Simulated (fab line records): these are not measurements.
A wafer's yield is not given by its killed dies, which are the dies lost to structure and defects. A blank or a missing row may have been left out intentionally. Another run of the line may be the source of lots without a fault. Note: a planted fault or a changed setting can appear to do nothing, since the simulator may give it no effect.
fab line records || flow nand_harc || part 2 of 2: steps 29 to 35 of 35
record {"lots": 5, "wafers": 15, "last_day": 32}
route steps=1302 shown P_M2@339 P_BONDPAD@351
lots that met no fault: taken from a fault-free run of the same line
start_h: the number of hours between the record's first day and the start of the first shown wafer of the lot || wait_h: time in hours since the lot's previous step || " repeats the value in the row above || L1.1+2: a row that stands for several wafers || - value missing, or start not given || * or withheld: withheld || < > ~ a bound
route shown NAME@n: names a module that has steps shown in the file, with the first one's number in the route || usual: mean/standard deviation taken from wafers without a fault || same: alike in all rows || chamber/n: place in a boat || sites: per-site readings || _std_site: how widely they spread, as a standard deviation || _edge_site: mean of outer sites minus mean of inner sites || radius_mm: how far each site lies from the wafer's centre || mask NAME#n: copy n || behind: tool/chamber where the wafer was last shaped || hold: reason for holding the lot/hours on hold/outcome of the hold || device: the transistor (n, p or np) that didn't switch || end of line: tests run on the same wafers once the route is complete || a step given without rows: its recipe and nothing more || killed: at the first sort, the dies lost to defects and structure; wafer yield is something else || map: the dies of a wafer, with x for killed, . for not killed, _ for no die there
set.NAME: the setting the step ran with; set.NAME@STEP: the setting that earlier step ran with || model.NAME: the simulator's own value behind a step, which no gauge read
a table for each step, a row for each wafer; lots at some steps of the route
services: from which hour (start_h, from the record's first day; less than 0 if before it) a tool's chamber was out of use, for how many hours, and why
## steps
# step NHARC_P_BONDPAD_ETCH_37
# recipe {"target_depth_a": 600, "overetch_a": 180, "time_s": 65.91, "ion_energy_ev": 200, "n2_flow_sccm": 150, "h2_flow_sccm": 150, "ar_flow_sccm": 0, "rf_w": 400, "bias_w": 150, "chemistry": "N2/H2"}
# usual {"drypump_motor_current_A": "5.5/0.35", "oes_product_au": "1.000/0.0076", "rf_vpp_V": "430/3", "showerhead_plenum_p_Torr": "2.02/0.11", "throttle_valve_pct": "14.172/0.0093"}
{"lot.wafer": "L075.3", "tool": "rie_diel-03", "chamber": 2, "start_h": 148.45, "wait_h": 0.1, "drypump_motor_current_A": 5.2, "oes_product_au": 1.010, "rf_hours_counter_h": 0.4, "rf_vpp_V": 429, "showerhead_plenum_p_Torr": 1.97, "throttle_valve_pct": 14.192}
{"lot.wafer": "L075.4", "tool": "rie_diel-03", "chamber": 3, "start_h": 148.45, "wait_h": 0.1, "drypump_motor_current_A": 6.1, "oes_product_au": 1.001, "rf_hours_counter_h": 0.4, "rf_vpp_V": 435, "showerhead_plenum_p_Torr": 2.21, "throttle_valve_pct": 14.176}
{"lot.wafer": "L075.2", "tool": "rie_diel-03", "chamber": 0, "start_h": 148.45, "wait_h": 0.1, "drypump_motor_current_A": 5.4, "oes_product_au": 1.010, "rf_hours_counter_h": 0.4, "rf_vpp_V": 427, "showerhead_plenum_p_Torr": 1.90, "throttle_valve_pct": 14.172}
{"lot.wafer": "L076.4", "tool": "rie_diel-01", "chamber": 0, "start_h": 152.60, "wait_h": 0.1, "drypump_motor_current_A": 5.1, "oes_product_au": 0.999, "rf_hours_counter_h": 5.9, "rf_vpp_V": 429, "showerhead_plenum_p_Torr": 1.94, "throttle_valve_pct": 14.179}
{"lot.wafer": "L076.5", "tool": "rie_diel-01", "chamber": 0, "start_h": 152.60, "wait_h": 0.1, "drypump_motor_current_A": 5.1, "oes_product_au": 1.003, "rf_hours_counter_h": "-", "rf_vpp_V": 428, "showerhead_plenum_p_Torr": 1.94, "throttle_valve_pct": 14.155}
{"lot.wafer": "L076.6", "tool": "rie_diel-01", "chamber": 1, "start_h": 152.60, "wait_h": 0.1, "drypump_motor_current_A": 5.4, "oes_product_au": 0.994, "rf_hours_counter_h": "-", "rf_vpp_V": 430, "showerhead_plenum_p_Torr": 2.00, "throttle_valve_pct": 14.152}
{"lot.wafer": "L085.2", "tool": "rie_diel-03", "chamber": 0, "start_h": 244.11, "wait_h": 0.1, "drypump_motor_current_A": 5.4, "oes_product_au": 1.007, "rf_hours_counter_h": 3.6, "rf_vpp_V": 426, "showerhead_plenum_p_Torr": 1.90, "throttle_valve_pct": 14.178}
{"lot.wafer": "L085.3", "tool": "rie_diel-03", "chamber": 2, "start_h": 244.11, "wait_h": 0.1, "drypump_motor_current_A": 5.2, "oes_product_au": 0.992, "rf_hours_counter_h": 3.5, "rf_vpp_V": 429, "showerhead_plenum_p_Torr": 1.97, "throttle_valve_pct": 14.152}
{"lot.wafer": "L085.5", "tool": "rie_diel-03", "chamber": 1, "start_h": 244.11, "wait_h": 0.1, "drypump_motor_current_A": 5.7, "oes_product_au": 1.005, "rf_hours_counter_h": "-", "rf_vpp_V": 433, "showerhead_plenum_p_Torr": 2.11, "throttle_valve_pct": 14.178}
{"lot.wafer": "L087.4", "tool": "rie_diel-02", "chamber": 0, "start_h": 264.88, "wait_h": 0.1, "drypump_motor_current_A": 5.1, "oes_product_au": 0.989, "rf_hours_counter_h": 0.7, "rf_vpp_V": 427, "showerhead_plenum_p_Torr": 1.97, "throttle_valve_pct": 14.180}
{"lot.wafer": "L087.5", "tool": "rie_diel-02", "chamber": 1, "start_h": 264.88, "wait_h": 0.1, "drypump_motor_current_A": 5.0, "oes_product_au": 0.999, "rf_hours_counter_h": "-", "rf_vpp_V": 435, "showerhead_plenum_p_Torr": 2.19, "throttle_valve_pct": 14.158}
{"lot.wafer": "L087.6", "tool": "rie_diel-02", "chamber": 2, "start_h": 264.88, "wait_h": 0.1, "drypump_motor_current_A": 6.3, "oes_product_au": 1.008, "rf_hours_counter_h": "-", "rf_vpp_V": 434, "showerhead_plenum_p_Torr": 2.17, "throttle_valve_pct": 14.185}
{"lot.wafer": "L093.1", "tool": "rie_diel-01", "chamber": 3, "start_h": 323.20, "wait_h": 0.1, "drypump_motor_current_A": 5.4, "oes_product_au": 0.999, "rf_hours_counter_h": 6.7, "rf_vpp_V": 428, "showerhead_plenum_p_Torr": 1.98, "throttle_valve_pct": 14.189}
{"lot.wafer": "L093.3", "tool": "rie_diel-01", "chamber": 1, "start_h": 323.20, "wait_h": 0.1, "drypump_motor_current_A": 5.3, "oes_product_au": 0.999, "rf_hours_counter_h": 7.0, "rf_vpp_V": 430, "showerhead_plenum_p_Torr": 2.00, "throttle_valve_pct": 14.164}
{"lot.wafer": "L093.5", "tool": "rie_diel-01", "chamber": 3, "start_h": 323.20, "wait_h": 0.1, "drypump_motor_current_A": 5.4, "oes_product_au": 0.996, "rf_hours_counter_h": "-", "rf_vpp_V": 429, "showerhead_plenum_p_Torr": 1.98, "throttle_valve_pct": 14.193}
# step NHARC_P_BONDPAD_ETCH_12
# recipe {"target_depth_a": 2000, "time_s": 100, "chf3_flow_sccm": 50, "o2_flow_sccm": 10, "ar_flow_sccm": 200, "rf_w": 500, "bias_w": 200, "chemistry": "CHF3/O2"}
# usual {"chf3_flow_sccm": "49.99/0.14", "drypump_motor_current_A": "5.5/0.35", "oes_product_au": "0.938/0.022", "rf_vpp_V": "370.1/2.6", "showerhead_plenum_p_Torr": "2.38/0.12", "throttle_valve_pct": "20.574/0.0086"}
{"lot.wafer": "L075.3", "tool": "rie_diel-03", "chamber": 0, "start_h": "-", "wait_h": "-", "chf3_flow_sccm": 49.89, "drypump_motor_current_A": 5.4, "oes_product_au": 0.924, "rf_hours_counter_h": 0.5, "rf_vpp_V": 367.5, "showerhead_plenum_p_Torr": 2.25, "throttle_valve_pct": 20.581}
{"lot.wafer": "L075.4", "tool": "rie_diel-03", "chamber": 2, "start_h": "-", "wait_h": "-", "chf3_flow_sccm": 50.07, "drypump_motor_current_A": 5.3, "oes_product_au": 0.926, "rf_hours_counter_h": 0.4, "rf_vpp_V": 368.3, "showerhead_plenum_p_Torr": 2.32, "throttle_valve_pct": 20.572}
{"lot.wafer": "L075.2", "tool": "rie_diel-03", "chamber": 3, "start_h": "-", "wait_h": "-", "chf3_flow_sccm": 50.09, "drypump_motor_current_A": 6.1, "oes_product_au": 0.932, "rf_hours_counter_h": 0.4, "rf_vpp_V": 374.5, "showerhead_plenum_p_Torr": 2.59, "throttle_valve_pct": 20.571}
{"lot.wafer": "L076.4", "tool": "rie_diel-01", "chamber": 3, "start_h": "-", "wait_h": "-", "chf3_flow_sccm": 50.18, "drypump_motor_current_A": 5.4, "oes_product_au": 0.915, "rf_hours_counter_h": 6.1, "rf_vpp_V": 368.4, "showerhead_plenum_p_Torr": 2.34, "throttle_valve_pct": 20.579}
{"lot.wafer": "L076.6", "tool": "rie_diel-01", "chamber": 1, "start_h": "-", "wait_h": "-", "chf3_flow_sccm": 49.98, "drypump_motor_current_A": 5.3, "oes_product_au": 0.923, "rf_hours_counter_h": "-", "rf_vpp_V": 369.5, "showerhead_plenum_p_Torr": 2.36, "throttle_valve_pct": 20.584}
{"lot.wafer": "L076.5", "tool": "rie_diel-01", "chamber": 2, "start_h": "-", "wait_h": "-", "chf3_flow_sccm": 50.07, "drypump_motor_current_A": 5.8, "oes_product_au": 0.921, "rf_hours_counter_h": "-", "rf_vpp_V": 369.2, "showerhead_plenum_p_Torr": 2.30, "throttle_valve_pct": 20.576}
{"lot.wafer": "L085.2", "tool": "rie_diel-03", "chamber": 0, "start_h": "-", "wait_h": "-", "chf3_flow_sccm": 49.88, "drypump_motor_current_A": 5.4, "oes_product_au": 0.938, "rf_hours_counter_h": 3.6, "rf_vpp_V": 366.4, "showerhead_plenum_p_Torr": 2.24, "throttle_valve_pct": 20.576}
{"lot.wafer": "L085.3", "tool": "rie_diel-03", "chamber": 1, "start_h": "-", "wait_h": "-", "chf3_flow_sccm": 50.30, "drypump_motor_current_A": 5.7, "oes_product_au": 0.926, "rf_hours_counter_h": 3.5, "rf_vpp_V": 371.8, "showerhead_plenum_p_Torr": 2.47, "throttle_valve_pct": 20.573}
{"lot.wafer": "L085.5", "tool": "rie_diel-03", "chamber": 3, "start_h": "-", "wait_h": "-", "chf3_flow_sccm": 50.14, "drypump_motor_current_A": 6.1, "oes_product_au": 0.934, "rf_hours_counter_h": "-", "rf_vpp_V": 373.4, "showerhead_plenum_p_Torr": 2.58, "throttle_valve_pct": 20.594}
{"lot.wafer": "L087.4", "tool": "rie_diel-02", "chamber": 3, "start_h": "-", "wait_h": "-", "chf3_flow_sccm": 50.02, "drypump_motor_current_A": 5.3, "oes_product_au": 0.970, "rf_hours_counter_h": 0.5, "rf_vpp_V": 368.6, "showerhead_plenum_p_Torr": 2.28, "throttle_valve_pct": 20.565}
{"lot.wafer": "L087.5", "tool": "rie_diel-02", "chamber": 2, "start_h": "-", "wait_h": "-", "chf3_flow_sccm": 49.86, "drypump_motor_current_A": 6.3, "oes_product_au": 0.983, "rf_hours_counter_h": "-", "rf_vpp_V": 372.1, "showerhead_plenum_p_Torr": 2.54, "throttle_valve_pct": 20.567}
{"lot.wafer": "L087.6", "tool": "rie_diel-02", "chamber": 3, "start_h": "-", "wait_h": "-", "chf3_flow_sccm": 50.15, "drypump_motor_current_A": 5.4, "oes_product_au": 0.975, "rf_hours_counter_h": "-", "rf_vpp_V": 366.5, "showerhead_plenum_p_Torr": 2.28, "throttle_valve_pct": 20.573}
{"lot.wafer": "L093.3", "tool": "rie_diel-01", "chamber": 3, "start_h": "-", "wait_h": "-", "chf3_flow_sccm": 50.05, "drypump_motor_current_A": 5.4, "oes_product_au": 0.916, "rf_hours_counter_h": 6.7, "rf_vpp_V": 368.4, "showerhead_plenum_p_Torr": 2.34, "throttle_valve_pct": 20.591}
{"lot.wafer": "L093.1", "tool": "rie_diel-01", "chamber": 2, "start_h": "-", "wait_h": "-", "chf3_flow_sccm": 49.78, "drypump_motor_current_A": 5.8, "oes_product_au": 0.911, "rf_hours_counter_h": 5.4, "rf_vpp_V": 369.3, "showerhead_plenum_p_Torr": 2.30, "throttle_valve_pct": 20.585}
{"lot.wafer": "L093.5", "tool": "rie_diel-01", "chamber": 3, "start_h": "-", "wait_h": "-", "chf3_flow_sccm": 49.82, "drypump_motor_current_A": 5.4, "oes_product_au": 0.921, "rf_hours_counter_h": "-", "rf_vpp_V": 369.8, "showerhead_plenum_p_Torr": 2.34, "throttle_valve_pct": 20.574}
# step NHARC_P_BONDPAD_CD_MEAS_13
# usual {"cd_nm": "498.8/1.2"}
{"lot.wafer": "L075.2", "tool": "cd_sem-02", "chamber": "-", "start_h": 148.68, "wait_h": "-", "cd_nm": 500.1}
{"lot.wafer": "L075.3", "tool": "cd_sem-02", "chamber": "-", "start_h": 148.68, "wait_h": "-", "cd_nm": 499.4}
{"lot.wafer": "L075.4", "tool": "cd_sem-02", "chamber": "-", "start_h": 148.68, "wait_h": "-", "cd_nm": 497.0}
{"lot.wafer": "L076.4", "tool": "cd_sem-03", "chamber": "-", "start_h": 152.83, "wait_h": "-", "cd_nm": 498.8}
{"lot.wafer": "L076.5", "tool": "cd_sem-03", "chamber": "-", "start_h": 152.83, "wait_h": "-", "cd_nm": 500.2}
{"lot.wafer": "L076.6", "tool": "cd_sem-03", "chamber": "-", "start_h": 152.83, "wait_h": "-", "cd_nm": 498.4}
{"lot.wafer": "L085.2", "tool": "cd_sem-01", "chamber": "-", "start_h": 244.33, "wait_h": "-", "cd_nm": 499.9}
{"lot.wafer": "L085.3", "tool": "cd_sem-01", "chamber": "-", "start_h": 244.33, "wait_h": "-", "cd_nm": 499.8}
{"lot.wafer": "L085.5", "tool": "cd_sem-01", "chamber": "-", "start_h": 244.33, "wait_h": "-", "cd_nm": 498.0}
{"lot.wafer": "L087.4", "tool": "cd_sem-02", "chamber": "-", "start_h": 265.10, "wait_h": "-", "cd_nm": 498.5}
{"lot.wafer": "L087.5", "tool": "cd_sem-02", "chamber": "-", "start_h": 265.10, "wait_h": "-", "cd_nm": 498.1}
{"lot.wafer": "L087.6", "tool": "cd_sem-02", "chamber": "-", "start_h": 265.10, "wait_h": "-", "cd_nm": 497.8}
{"lot.wafer": "L093.1", "tool": "cd_sem-03", "chamber": "-", "start_h": 323.43, "wait_h": "-", "cd_nm": 499.3}
{"lot.wafer": "L093.3", "tool": "cd_sem-03", "chamber": "-", "start_h": 323.43, "wait_h": "-", "cd_nm": 499.3}
{"lot.wafer": "L093.5", "tool": "cd_sem-03", "chamber": "-", "start_h": 323.43, "wait_h": "-", "cd_nm": 498.5}
# step NHARC_P_BONDPAD_STRIP_15
# recipe {"o2_flow_sccm": 500, "ar_flow_sccm": 0, "bias_w": 0, "chemistry": "O2"}
# usual {"drypump_motor_current_A": "5.5/0.32", "oes_product_au": "0.999/0.0077", "rf_vpp_V": "57.5/0.82", "showerhead_plenum_p_Torr": "3.47/0.14", "throttle_valve_pct": "17.036/0.0095"}
{"lot.wafer": "L075.4", "tool": "rie_diel-01", "chamber": 3, "start_h": 148.75, "wait_h": 0.1, "drypump_motor_current_A": 5.4, "oes_product_au": 0.989, "rf_hours_counter_h": 5.9, "rf_vpp_V": 59.3, "showerhead_plenum_p_Torr": 3.44, "throttle_valve_pct": 17.023}
{"lot.wafer": "L075.2", "tool": "rie_diel-01", "chamber": 1, "start_h": 148.75, "wait_h": 0.1, "drypump_motor_current_A": 5.4, "oes_product_au": 0.992, "rf_hours_counter_h": 6.1, "rf_vpp_V": 57.6, "showerhead_plenum_p_Torr": 3.47, "throttle_valve_pct": 17.034}
{"lot.wafer": "L075.3", "tool": "rie_diel-01", "chamber": 2, "start_h": 148.75, "wait_h": 0.1, "drypump_motor_current_A": 5.8, "oes_product_au": 0.996, "rf_hours_counter_h": 5.7, "rf_vpp_V": 56.5, "showerhead_plenum_p_Torr": 3.39, "throttle_valve_pct": 17.036}
{"lot.wafer": "L076.4", "tool": "rie_diel-01", "chamber": 3, "start_h": 152.90, "wait_h": 0.1, "drypump_motor_current_A": 5.4, "oes_product_au": 0.995, "rf_hours_counter_h": 6.1, "rf_vpp_V": 57.6, "showerhead_plenum_p_Torr": 3.44, "throttle_valve_pct": 17.046}
{"lot.wafer": "L076.6", "tool": "rie_diel-01", "chamber": 3, "start_h": 152.90, "wait_h": 0.1, "drypump_motor_current_A": 5.4, "oes_product_au": 0.993, "rf_hours_counter_h": "-", "rf_vpp_V": 58.3, "showerhead_plenum_p_Torr": 3.44, "throttle_valve_pct": 17.019}
{"lot.wafer": "L076.5", "tool": "rie_diel-01", "chamber": 0, "start_h": 152.90, "wait_h": 0.1, "drypump_motor_current_A": 5.1, "oes_product_au": 0.997, "rf_hours_counter_h": "-", "rf_vpp_V": 59.6, "showerhead_plenum_p_Torr": 3.38, "throttle_valve_pct": 17.035}
{"lot.wafer": "L085.2", "tool": "rie_diel-01", "chamber": 3, "start_h": 244.44, "wait_h": 0.1, "drypump_motor_current_A": 5.4, "oes_product_au": 0.996, "rf_hours_counter_h": 1.9, "rf_vpp_V": 57.9, "showerhead_plenum_p_Torr": 3.44, "throttle_valve_pct": 17.031}
{"lot.wafer": "L085.3", "tool": "rie_diel-01", "chamber": 0, "start_h": 244.44, "wait_h": 0.1, "drypump_motor_current_A": 5.1, "oes_product_au": 1.002, "rf_hours_counter_h": 1.8, "rf_vpp_V": 57.6, "showerhead_plenum_p_Torr": 3.37, "throttle_valve_pct": 17.034}
{"lot.wafer": "L085.5", "tool": "rie_diel-01", "chamber": 2, "start_h": 244.44, "wait_h": 0.1, "drypump_motor_current_A": 5.8, "oes_product_au": 1.011, "rf_hours_counter_h": "-", "rf_vpp_V": 56.6, "showerhead_plenum_p_Torr": 3.39, "throttle_valve_pct": 17.030}
{"lot.wafer": "L087.4", "tool": "rie_diel-03", "chamber": 3, "start_h": 265.20, "wait_h": 0.1, "drypump_motor_current_A": 6.1, "oes_product_au": 1.001, "rf_hours_counter_h": 4.5, "rf_vpp_V": 57.1, "showerhead_plenum_p_Torr": 3.79, "throttle_valve_pct": 17.048}
{"lot.wafer": "L087.6", "tool": "rie_diel-03", "chamber": 1, "start_h": 265.20, "wait_h": 0.1, "drypump_motor_current_A": 5.8, "oes_product_au": 0.992, "rf_hours_counter_h": "-", "rf_vpp_V": 57.7, "showerhead_plenum_p_Torr": 3.63, "throttle_valve_pct": 17.030}
{"lot.wafer": "L087.5", "tool": "rie_diel-03", "chamber": 2, "start_h": 265.20, "wait_h": 0.1, "drypump_motor_current_A": 5.3, "oes_product_au": 0.994, "rf_hours_counter_h": "-", "rf_vpp_V": 56.3, "showerhead_plenum_p_Torr": 3.41, "throttle_valve_pct": 17.046}
{"lot.wafer": "L093.3", "tool": "rie_diel-01", "chamber": 0, "start_h": 323.51, "wait_h": 0.1, "drypump_motor_current_A": 5.1, "oes_product_au": 0.999, "rf_hours_counter_h": 6.5, "rf_vpp_V": 58.4, "showerhead_plenum_p_Torr": 3.37, "throttle_valve_pct": 17.035}
{"lot.wafer": "L093.1", "tool": "rie_diel-01", "chamber": 3, "start_h": 323.51, "wait_h": 0.1, "drypump_motor_current_A": 5.4, "oes_product_au": 1.005, "rf_hours_counter_h": 6.7, "rf_vpp_V": 58.6, "showerhead_plenum_p_Torr": 3.43, "throttle_valve_pct": 17.028}
{"lot.wafer": "L093.5", "tool": "rie_diel-01", "chamber": 1, "start_h": 323.51, "wait_h": 0.1, "drypump_motor_current_A": 5.4, "oes_product_au": 0.993, "rf_hours_counter_h": "-", "rf_vpp_V": 58.4, "showerhead_plenum_p_Torr": 3.46, "throttle_valve_pct": 17.024}
# step NHARC_P_BONDPAD_ETCH_24
# recipe {"target_depth_a": 300, "over_etch_frac": 0.3, "time_s": 72.99, "ion_energy_ev": 150, "cf4_flow_sccm": 50, "n2_flow_sccm": 100, "ar_flow_sccm": 150, "rf_w": 300, "bias_w": 100, "chemistry": "CF4/N2"}
# usual {"drypump_motor_current_A": "5.5/0.32", "oes_product_au": "0.998/0.0076", "rf_vpp_V": "313.4/1.9", "showerhead_plenum_p_Torr": "2.58/0.1", "throttle_valve_pct": "19.794/0.0097"}
{"lot.wafer": "L075.2", "tool": "rie_diel-01", "chamber": 3, "start_h": "-", "wait_h": "-", "drypump_motor_current_A": 5.4, "oes_product_au": 0.985, "rf_hours_counter_h": 6.0, "rf_vpp_V": 311.7, "showerhead_plenum_p_Torr": 2.56, "throttle_valve_pct": 19.812}
{"lot.wafer": "L075.4", "tool": "rie_diel-01", "chamber": 0, "start_h": "-", "wait_h": "-", "drypump_motor_current_A": 5.1, "oes_product_au": 1.000, "rf_hours_counter_h": 5.9, "rf_vpp_V": 311.1, "showerhead_plenum_p_Torr": 2.51, "throttle_valve_pct": 19.794}
{"lot.wafer": "L075.3", "tool": "rie_diel-01", "chamber": 1, "start_h": "-", "wait_h": "-", "drypump_motor_current_A": 5.3, "oes_product_au": 0.988, "rf_hours_counter_h": 6.1, "rf_vpp_V": 312.4, "showerhead_plenum_p_Torr": 2.58, "throttle_valve_pct": 19.818}
{"lot.wafer": "L076.4", "tool": "rie_diel-01", "chamber": 2, "start_h": "-", "wait_h": "-", "drypump_motor_current_A": 5.8, "oes_product_au": 0.997, "rf_hours_counter_h": 5.9, "rf_vpp_V": 312.0, "showerhead_plenum_p_Torr": 2.52, "throttle_valve_pct": 19.794}
{"lot.wafer": "L076.5", "tool": "rie_diel-01", "chamber": 1, "start_h": "-", "wait_h": "-", "drypump_motor_current_A": 5.4, "oes_product_au": 0.986, "rf_hours_counter_h": "-", "rf_vpp_V": 314.7, "showerhead_plenum_p_Torr": 2.58, "throttle_valve_pct": 19.805}
{"lot.wafer": "L076.6", "tool": "rie_diel-01", "chamber": 2, "start_h": "-", "wait_h": "-", "drypump_motor_current_A": 5.8, "oes_product_au": 1.001, "rf_hours_counter_h": "-", "rf_vpp_V": 312.6, "showerhead_plenum_p_Torr": 2.52, "throttle_valve_pct": 19.798}
{"lot.wafer": "L085.2", "tool": "rie_diel-01", "chamber": 3, "start_h": "-", "wait_h": "-", "drypump_motor_current_A": 5.4, "oes_product_au": 1.002, "rf_hours_counter_h": 1.9, "rf_vpp_V": 312.8, "showerhead_plenum_p_Torr": 2.56, "throttle_valve_pct": 19.786}
{"lot.wafer": "L085.3", "tool": "rie_diel-01", "chamber": 0, "start_h": "-", "wait_h": "-", "drypump_motor_current_A": 5.1, "oes_product_au": 0.994, "rf_hours_counter_h": 1.8, "rf_vpp_V": 312.2, "showerhead_plenum_p_Torr": 2.51, "throttle_valve_pct": 19.808}
{"lot.wafer": "L085.5", "tool": "rie_diel-01", "chamber": 1, "start_h": "-", "wait_h": "-", "drypump_motor_current_A": 5.4, "oes_product_au": 0.995, "rf_hours_counter_h": "-", "rf_vpp_V": 312.5, "showerhead_plenum_p_Torr": 2.58, "throttle_valve_pct": 19.794}
{"lot.wafer": "L087.4", "tool": "rie_diel-03", "chamber": 2, "start_h": "-", "wait_h": "-", "drypump_motor_current_A": 5.2, "oes_product_au": 1.002, "rf_hours_counter_h": 4.3, "rf_vpp_V": 312.0, "showerhead_plenum_p_Torr": 2.54, "throttle_valve_pct": 19.790}
{"lot.wafer": "L087.5", "tool": "rie_diel-03", "chamber": 1, "start_h": "-", "wait_h": "-", "drypump_motor_current_A": 5.7, "oes_product_au": 1.004, "rf_hours_counter_h": "-", "rf_vpp_V": 316.6, "showerhead_plenum_p_Torr": 2.70, "throttle_valve_pct": 19.785}
{"lot.wafer": "L087.6", "tool": "rie_diel-03", "chamber": 2, "start_h": "-", "wait_h": "-", "drypump_motor_current_A": 5.2, "oes_product_au": 0.997, "rf_hours_counter_h": "-", "rf_vpp_V": 314.4, "showerhead_plenum_p_Torr": 2.54, "throttle_valve_pct": 19.777}
{"lot.wafer": "L093.3", "tool": "rie_diel-01", "chamber": 1, "start_h": "-", "wait_h": "-", "drypump_motor_current_A": 5.4, "oes_product_au": 0.997, "rf_hours_counter_h": 7.0, "rf_vpp_V": 313.6, "showerhead_plenum_p_Torr": 2.58, "throttle_valve_pct": 19.782}
{"lot.wafer": "L093.1", "tool": "rie_diel-01", "chamber": 3, "start_h": "-", "wait_h": "-", "drypump_motor_current_A": 5.4, "oes_product_au": 0.995, "rf_hours_counter_h": 6.8, "rf_vpp_V": 313.8, "showerhead_plenum_p_Torr": 2.55, "throttle_valve_pct": 19.778}
{"lot.wafer": "L093.5", "tool": "rie_diel-01", "chamber": 2, "start_h": "-", "wait_h": "-", "drypump_motor_current_A": 5.8, "oes_product_au": 0.989, "rf_hours_counter_h": "-", "rf_vpp_V": 312.3, "showerhead_plenum_p_Torr": 2.52, "throttle_valve_pct": 19.803}
# step NHARC_P_BONDPAD_STRIP_16
# recipe {"time_s": 600, "temp_c": 30, "chemistry": "post_etch_residue_remover"}
{"lot.wafer": "L075.2+4+3", "tool": "wet_bench-10", "chamber": "5,6,0", "start_h": 149.04, "wait_h": "-"}
{"lot.wafer": "L076.4+6+5", "tool": "wet_bench-10", "chamber": "2,4,5", "start_h": 153.19, "wait_h": "-"}
{"lot.wafer": "L085.3+2+5", "tool": "wet_bench-10", "chamber": "4,7,0", "start_h": 244.69, "wait_h": "-"}
{"lot.wafer": "L087.6+4+5", "tool": "wet_bench-10", "chamber": "3,4,6", "start_h": 265.45, "wait_h": "-"}
{"lot.wafer": "L093.1+3+5", "tool": "wet_bench-08", "chamber": "0,1,2", "start_h": 323.79, "wait_h": "-"}
# step NHARC_P_BONDPAD_DEGAS_25
# recipe {"temp_c": 300, "time_s": 60}
# usual {"heater_power_w": "483/40"}
{"lot.wafer": "L075.3", "tool": "pvd_sputter-03", "chamber": "-", "start_h": 149.30, "wait_h": "-", "heater_power_w": 486}
{"lot.wafer": "L075.4", "tool": "pvd_sputter-03", "chamber": "-", "start_h": 149.30, "wait_h": "-", "heater_power_w": 420}
{"lot.wafer": "L075.2", "tool": "pvd_sputter-03", "chamber": "-", "start_h": 149.30, "wait_h": "-", "heater_power_w": 433}
{"lot.wafer": "L076.4", "tool": "pvd_sputter-01", "chamber": "-", "start_h": 153.46, "wait_h": "-", "heater_power_w": 492}
{"lot.wafer": "L076.5", "tool": "pvd_sputter-01", "chamber": "-", "start_h": 153.46, "wait_h": "-", "heater_power_w": 547}
{"lot.wafer": "L076.6", "tool": "pvd_sputter-01", "chamber": "-", "start_h": 153.46, "wait_h": "-", "heater_power_w": 459}
{"lot.wafer": "L085.3", "tool": "pvd_sputter-02", "chamber": "-", "start_h": 244.96, "wait_h": "-", "heater_power_w": 427}
{"lot.wafer": "L085.2", "tool": "pvd_sputter-02", "chamber": "-", "start_h": 244.96, "wait_h": "-", "heater_power_w": 564}
{"lot.wafer": "L085.5", "tool": "pvd_sputter-02", "chamber": "-", "start_h": 244.96, "wait_h": "-", "heater_power_w": 449}
{"lot.wafer": "L087.4", "tool": "pvd_sputter-01", "chamber": "-", "start_h": 265.72, "wait_h": "-", "heater_power_w": 499}
{"lot.wafer": "L087.6", "tool": "pvd_sputter-01", "chamber": "-", "start_h": 265.72, "wait_h": "-", "heater_power_w": 500}
{"lot.wafer": "L087.5", "tool": "pvd_sputter-01", "chamber": "-", "start_h": 265.72, "wait_h": "-", "heater_power_w": 512}
{"lot.wafer": "L093.3", "tool": "pvd_sputter-01", "chamber": "-", "start_h": 324.05, "wait_h": "-", "heater_power_w": 507}
{"lot.wafer": "L093.1", "tool": "pvd_sputter-01", "chamber": "-", "start_h": 324.05, "wait_h": "-", "heater_power_w": 490}
{"lot.wafer": "L093.5", "tool": "pvd_sputter-01", "chamber": "-", "start_h": 324.05, "wait_h": "-", "heater_power_w": 550}
## services
{"tool": "wet_bench-08", "chamber": "-", "start_h": 121.71, "hours": 8.0, "kind": "pm"}
{"tool": "pecvd-01", "chamber": "-", "start_h": 130.18, "hours": 13.0, "kind": "pm"}
{"tool": "wet_bench-10", "chamber": "-", "start_h": 135.20, "hours": 8.0, "kind": "pm"}
{"tool": "cmp-03", "chamber": "-", "start_h": 139.15, "hours": 3.7, "kind": "repair"}
{"tool": "rie_diel-01", "chamber": 2, "start_h": 153.60, "hours": 3.9, "kind": "repair"}
{"tool": "cmp-03", "chamber": "-", "start_h": 162.16, "hours": 4.0, "kind": "pm"}
{"tool": "pvd_sputter-03", "chamber": "-", "start_h": 170.00, "hours": 10.0, "kind": "pm"}
{"tool": "rie_diel-03", "chamber": 0, "start_h": 170.69, "hours": 2.6, "kind": "repair"}
{"tool": "rie_diel-01", "chamber": 1, "start_h": 174.21, "hours": 5.5, "kind": "repair"}
{"tool": "rie_diel-01", "chamber": "-", "start_h": 203.85, "hours": 9.0, "kind": "pm"}
{"tool": "cmp-03", "chamber": "-", "start_h": 211.56, "hours": 1.1, "kind": "repair"}
{"tool": "litho_track-02", "chamber": "-", "start_h": 227.00, "hours": 7.0, "kind": "pm"}
{"tool": "pecvd-01", "chamber": 1, "start_h": 241.02, "hours": 4.1, "kind": "repair"}
{"tool": "litho_track-07", "chamber": "-", "start_h": 251.00, "hours": 7.0, "kind": "pm"}
{"tool": "cmp-03", "chamber": "-", "start_h": 260.16, "hours": 4.0, "kind": "pm"}
{"tool": "litho_track-03", "chamber": "-", "start_h": 275.00, "hours": 7.0, "kind": "pm"}
{"tool": "pvd_sputter-03", "chamber": "-", "start_h": 280.02, "hours": 3.6, "kind": "repair"}
{"tool": "rie_diel-03", "chamber": "-", "start_h": 281.30, "hours": 9.0, "kind": "pm"}
{"tool": "pvd_sputter-02", "chamber": "-", "start_h": 282.00, "hours": 10.0, "kind": "pm"}
{"tool": "rie_diel-01", "chamber": 2, "start_h": 290.45, "hours": 15.4, "kind": "repair"}
{"tool": "wet_bench-08", "chamber": "-", "start_h": 297.71, "hours": 8.0, "kind": "pm"}
{"tool": "pvd_sputter-02", "chamber": "-", "start_h": 304.60, "hours": 3.6, "kind": "repair"}
{"tool": "pecvd-01", "chamber": "-", "start_h": 311.18, "hours": 13.0, "kind": "pm"}
{"tool": "wet_bench-10", "chamber": "-", "start_h": 311.20, "hours": 8.0, "kind": "pm"}
